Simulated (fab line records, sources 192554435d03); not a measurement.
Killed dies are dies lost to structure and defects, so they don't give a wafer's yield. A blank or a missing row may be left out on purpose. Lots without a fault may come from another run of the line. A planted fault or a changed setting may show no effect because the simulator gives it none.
Split-lot experiment | flow n5_finfet | 7 lots, 21 wafers read, on a route of 1938 steps

THE SPLIT
At N5_ZERO_LAYER_ETCH_18 (etches Si in HBr/Cl2, target depth 120 nm, time 40 s), the setting icp_w was moved away from the recipe's 800 W on 7 of the 21 wafers read, by -7.1% to +16.7%. The other wafers ran this setting at the recipe's value.

The reading is taken at the split's own step.

THE READING
ZERO_LAYER.feature_depth_nm (the simulator's own value, which no gauge read), in nm, at N5_ZERO_LAYER_ETCH_18 (etches Si in HBr/Cl2, target depth 120 nm, time 40 s). The file gives no usual value for it. The 14 wafers here that ran the recipe average 120.2 nm, standard deviation 1.7 nm.

wafer  | tool, chamber at the split | icp_w as run, W | against the recipe | ZERO_LAYER.feature_depth_nm, nm | against lot-mates on the recipe
L074.2 | rie_si-05, 0               | 800             | recipe             | 120.8                           | -
L074.3 | rie_si-05, 2               | 903.9           | +13.0%             | 130.1                           | +9.3
L074.4 | rie_si-05, 0               | 903.9           | +13.0%             | 127.2                           | +6.4
L076.3 | rie_si-06, 3               | 800             | recipe             | 117.2                           | -
L076.4 | rie_si-06, 0               | 800             | recipe             | 118.3                           | -
L076.6 | rie_si-06, 1               | 800             | recipe             | 117.9                           | -
L080.3 | rie_si-05, 2               | 800             | recipe             | 121.8                           | -
L080.5 | rie_si-05, 2               | 800             | recipe             | 121.8                           | -
L080.4 | rie_si-05, 0               | 933.5           | +16.7%             | 130                             | +8.2
L085.3 | rie_si-05, 3               | 800             | recipe             | 121.6                           | -
L085.4 | rie_si-05, 2               | 800             | recipe             | 120.7                           | -
L085.5 | rie_si-05, 1               | 913.7           | +14.2%             | 130.5                           | +9.3
L088.4 | rie_si-06, 0               | 743.6           | -7.1%              | 114.8                           | -4.9
L088.5 | rie_si-06, 1               | 800             | recipe             | 119.7                           | -
L088.6 | rie_si-06, 2               | 743.6           | -7.1%              | 116.4                           | -3.3
L091.1 | rie_si-06, 2               | 800             | recipe             | 122                             | -
L091.2 | rie_si-06, 3               | 800             | recipe             | 117.9                           | -
L091.6 | rie_si-06, 0               | 800             | recipe             | 119.3                           | -
L093.2 | rie_si-05, 0               | 885.2           | +10.7%             | 125.7                           | +4.0
L093.3 | rie_si-05, 3               | 800             | recipe             | 122                             | -
L093.5 | rie_si-05, 3               | 800             | recipe             | 121.3                           | -

THE FIT
A straight line over all 21 wafers: ZERO_LAYER.feature_depth_nm changes by +0.636 nm for each +1% of icp_w; r = +0.94; the points scatter about the line by 1.6 nm.
The same after taking each lot's own level away (the mean of its wafers on the recipe; 21 wafers): +0.559 nm for each +1%; r = +0.96; scatter 1.1 nm.
On that fit, the largest move of icp_w shifts the reading by 9.3 nm.
The lots' own levels span 117.80 to 121.80 nm, that is 2.4 times the standard deviation above.
So the lot-to-lot level changes the slope: the two fits differ.
Check: with one of the wafers moved furthest among these (+16.7%) left out of the fit, the line predicts +9.71 nm for it against its lot-mates. It came out at +8.2 nm against them.

THE WHOLE CHAIN: every reading that the file lists as answering this split, in the file's order
step                  | what it does                                         | reading                                                                      | change (the file's fit)               | r (the file's)
N5_ZERO_LAYER_ETCH_18 | etches Si in HBr/Cl2, target depth 120 nm, time 40 s | etch.depth_nm (the simulator's own value, which no gauge read)               | +0.544 nm for each +1% of the setting | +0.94
N5_ZERO_LAYER_ETCH_18 | etches Si in HBr/Cl2, target depth 120 nm, time 40 s | ZERO_LAYER.feature_depth_nm (the simulator's own value, which no gauge read) | +0.544 nm for each +1% of the setting | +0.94

THE FILE'S OWN FIT
ZERO_LAYER.feature_depth_nm changes by +0.544 nm for each +1% of icp_w, r = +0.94.
